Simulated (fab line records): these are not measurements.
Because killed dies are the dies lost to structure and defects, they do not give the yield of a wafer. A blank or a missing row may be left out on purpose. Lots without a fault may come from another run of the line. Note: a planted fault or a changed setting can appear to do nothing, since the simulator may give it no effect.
Which tool was responsible?    flow nand_harc    Sampling: 6 lots, 18 wafers, 5 of 1302 route steps

== WHAT THE GAUGES READ, wafer by wafer ==
NHARC_END_SORT_01.
lot   measured      on         killed_at_array
L542  day 26 18:14  prober-02  70 79 78

== WHICH TOOL RAN EACH LOT (tool, then ch and the chambers of the sampled wafers, then the start) ==
lot   NHARC_P_ZERO_WELL_DESCUM_26        NHARC_P_ZERO_WELL_DESCUM_54         NHARC_P_STI_OXIDE_29                                            NHARC_P_STI_CMP_21
L536  rie_diel-08 ch 0,2,3, day 2 08:46  rie_diel-04 ch 0,3, day 2 12:04     furnace-07 ch 0, day 2 17:41                                    cmp-01 ch 0,2,3, day 3 21:34
L540  rie_diel-08 ch 0,1,2, day 4 00:39  rie_diel-07 ch 0,1, day 4 03:43     furnace-01 ch 0, day 4 09:41                                    cmp-03 ch 1,2,3, day 5 15:07
L542  rie_diel-07 ch 1,2,3, day 4 20:37  rie_diel-04 ch 0,2,3, day 4 23:53   furnace-01 ch 0, day 5 05:12                                    cmp-03 ch 0,2,3, day 6 11:11
L545  rie_diel-04 ch 1,2, day 6 02:30    rie_diel-08 ch 0,1, day 6 05:41     furnace-01 ch 0, day 6 13:08                                    cmp-01 ch 1,2, day 7 21:49
L553  rie_diel-08 ch 1,2,3, day 9 10:39  rie_diel-04 ch 1,3, day 9 13:56     furnace-08 ch 0, day 9 20:55 and furnace-07 ch 0, day 10 02:23  cmp-03 ch 0,1,3, day 11 04:28
L558  rie_diel-04 ch 0,3, day 11 12:48   rie_diel-08 ch 0,2,3, day 11 15:58  furnace-07 ch 0, day 11 21:34                                   cmp-03 ch 0,2, day 13 05:20
- NHARC_P_ZERO_WELL_DESCUM_26: chemistry O2, time 3 s.
- NHARC_P_ZERO_WELL_DESCUM_54: chemistry O2, time 3 s.
- NHARC_P_STI_OXIDE_29: material SiO2, target thk 10 nm, ox time 1362 s.
- NHARC_P_STI_CMP_21: polishes, t overpolish 20 s, target thk 380.67 nm.

== THE ANSWER, worked out from the rows above alone ==
Rule: the lots themselves supply what counts as usual. The widest of any qualifying gaps counts: lots, ordered by their means at a reading, are off when they make up no more than a third of the lots, leave a main group of 4 or more, and stand apart from it by 3 or more times the standard deviation of that group's means. If all means in a main group match to the digits the tables above print for the reading, that group is not used. Also off: a lot with no number at a reading for which 4 or more lots have one. Where the step has rows for the other lots, those lots are counted as sound.
No lot is off at any reading shown: from this, nothing can be told.

== WHAT HAD BEEN PUT IN BY THE SIMULATOR ==
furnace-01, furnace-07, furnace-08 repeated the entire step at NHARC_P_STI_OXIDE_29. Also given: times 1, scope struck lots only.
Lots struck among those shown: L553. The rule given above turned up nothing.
